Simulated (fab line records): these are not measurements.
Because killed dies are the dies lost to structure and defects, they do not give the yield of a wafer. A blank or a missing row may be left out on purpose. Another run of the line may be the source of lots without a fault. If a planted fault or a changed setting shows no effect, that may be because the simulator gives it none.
Comparing a struck lot with a sound one ; flow nand-harc ; 20 out of 1159 route steps
Sound: wafers L612.1, L612.2, L612.4. Wafers L622.3, L622.5, L622.6 were the ones struck. Last of all comes the cause.
For every step that has rows: the tool of each side, followed by ch and its chambers, followed by its first start. Under that, the readings that differ: sound wafers ; struck wafers ; difference of the means ; sigmas: that difference in standard deviations of wafers without a fault.
alike: readings whose means differ by less than 2 such deviations, and words and numbers that are the same on both sides. not compared: withheld readings, readings that some wafer has no value for, bounds like >300 that may hide the same value, and numbers for which the record gives no deviation and whose values overlap.
A row with sigmas, a row that says differs or no value, or rows on one side alone: a step with any of these is where the two part. Numbers that have no deviation but don't overlap get no sigmas and don't part them. Lack of a reading on every wafer of one side parts them only where that side has two or more wafers.

NHARC_P_ZERO_WELL_CD_MEAS_11 targets a cd of 500 nm.
  sound on cd-sem-01 ch 0, day 2 07:14; struck on cd-sem-01 ch 0, day 4 19:07
  alike: cd-nm
then, 1 step without rows for these wafers: NHARC_P_ZERO_WELL_HARDBAKE_12 (time 65 s).
NHARC_P_ZERO_WELL_DESCUM_13: chemistry O2, time 3 s.
  sound on rie-diel-05 ch 0,1,3, day 2 07:25; struck on rie-diel-03 ch 2,3, day 4 19:16
  alike: drypump-motor-current-A, oes-product-au, rf-vpp-V, showerhead-plenum-p-Torr, throttle-valve-pct
  not compared: rf-hours-counter-h
NHARC_P_ZERO_WELL_ETCH_65: etches the open film in N2/H2, target depth 80 nm, overetch 24 nm, time 87.88 s.
  sound on rie-diel-05 ch 0,1,3, day 2 07:29; struck on rie-diel-03 ch 1,2,3, day 4 19:22
  alike: drypump-motor-current-A, oes-product-au, rf-vpp-V, showerhead-plenum-p-Torr, throttle-valve-pct
  not compared: rf-hours-counter-h
NHARC_P_ZERO_WELL_ETCH_62: etches the open film in CHF3/Ar, target depth 13 nm, time 6.5 s.
  sound: rie-diel-05 ch 1,2,3; struck: rie-diel-03 ch 0,1,3
reading;sound;struck;difference;sigmas
rf-vpp-V (V);368.9 365.1 367.6;373.2 373.5 370.6;+5.2;+2
  alike: chf3-flow-sccm, drypump-motor-current-A, oes-product-au, showerhead-plenum-p-Torr, throttle-valve-pct
  not compared: rf-hours-counter-h
NHARC_P_ZERO_WELL_ETCH_63: etches the open film in HBr/Cl2, target depth 120 nm, time 40.1 s.
  sound on rie-si-04 ch 0,1,2, day 2 07:40; struck on rie-si-06 ch 0,1, day 4 19:32
  alike: drypump-motor-current-A, oes-product-au, throttle-valve-pct
  not compared: rf-hours-counter-h
then, 6 steps without rows for these wafers: NHARC_P_ZERO_WELL_STRIP_15 (strips in SPM, time 900 s); NHARC_P_ZERO_WELL_DEHYDRATE_16 (time 120 s); NHARC_P_ZERO_WELL_HMDS_17 (time 30 s); NHARC_P_ZERO_WELL_COAT_18; NHARC_P_ZERO_WELL_SOFTBAKE_19 (time 95 s); NHARC_P_ZERO_WELL_EBR_20.
NHARC_P_ZERO_WELL_EXPOSE_21: exposes mask P NWELL, target cd 720 nm.
  sound on krf-scanner-01 ch 0, day 2 08:25; struck on krf-scanner-01 ch 0, day 4 20:18
reading;sound;struck;difference;sigmas
mask;P_NWELL#0 P_NWELL#0 P_NWELL#0;P_NWELL_R1#0 P_NWELL_R1#0 P_NWELL_R1#0;differs;
  alike: reticle-temp-C
then, 2 steps without rows for these wafers: NHARC_P_ZERO_WELL_PEB_22 (peb time 85 s); NHARC_P_ZERO_WELL_DEVELOP_23 (time 70 s).
NHARC_P_ZERO_WELL_CD_MEAS_24 targets a cd of 720 nm.
  sound on cd-sem-03 ch 0, day 2 08:35; struck on cd-sem-01 ch 0, day 4 20:27
reading;sound;struck;difference;sigmas
cd-nm (nm);720.0 717.5 719.0;706.9 708.9 706.4;-11.4;-6
then, 1 step without rows for these wafers: NHARC_P_ZERO_WELL_HARDBAKE_25 (time 80 s).
NHARC_P_ZERO_WELL_DESCUM_26: chemistry O2, time 3 s.
  sound on rie-diel-05 ch 0,1,3, day 2 08:44; struck on rie-diel-03 ch 2,3, day 4 20:37
reading;sound;struck;difference;sigmas
model.P_ZERO_WELL.cd-nm (nm);720.2 717.7 719.2;706.7 707.7 706.8;-12.0;
  alike: drypump-motor-current-A, oes-product-au, rf-vpp-V, showerhead-plenum-p-Torr, throttle-valve-pct
  not compared: rf-hours-counter-h
after that, 1 step had no rows for these wafers: NHARC_P_ZERO_WELL_IMPLANT_27.
-- record jumps: 17 days between struck wafers' starts before vs after; left off in module P_ZERO_WELL, resumes in module END, first step shown is number 1159 of the route --
NHARC_END_SORT_01:
  sound on prober-02 ch 0, day 20 13:06; struck on prober-02 ch 0, day 22 03:27
  alike: killed-at-array, killed-at-other, killed-at-periphery, killed-dies, killed-open, killed-short

## WHERE THEY PART
Last at NHARC_P_ZERO_WELL_CD_MEAS_24 as far as this record goes, first at NHARC_P_ZERO_WELL_ETCH_62. Later steps at which nothing parts them and some readings are alike: NHARC_P_ZERO_WELL_DESCUM_26, NHARC_END_SORT_01.

WHY: what the simulator had put in
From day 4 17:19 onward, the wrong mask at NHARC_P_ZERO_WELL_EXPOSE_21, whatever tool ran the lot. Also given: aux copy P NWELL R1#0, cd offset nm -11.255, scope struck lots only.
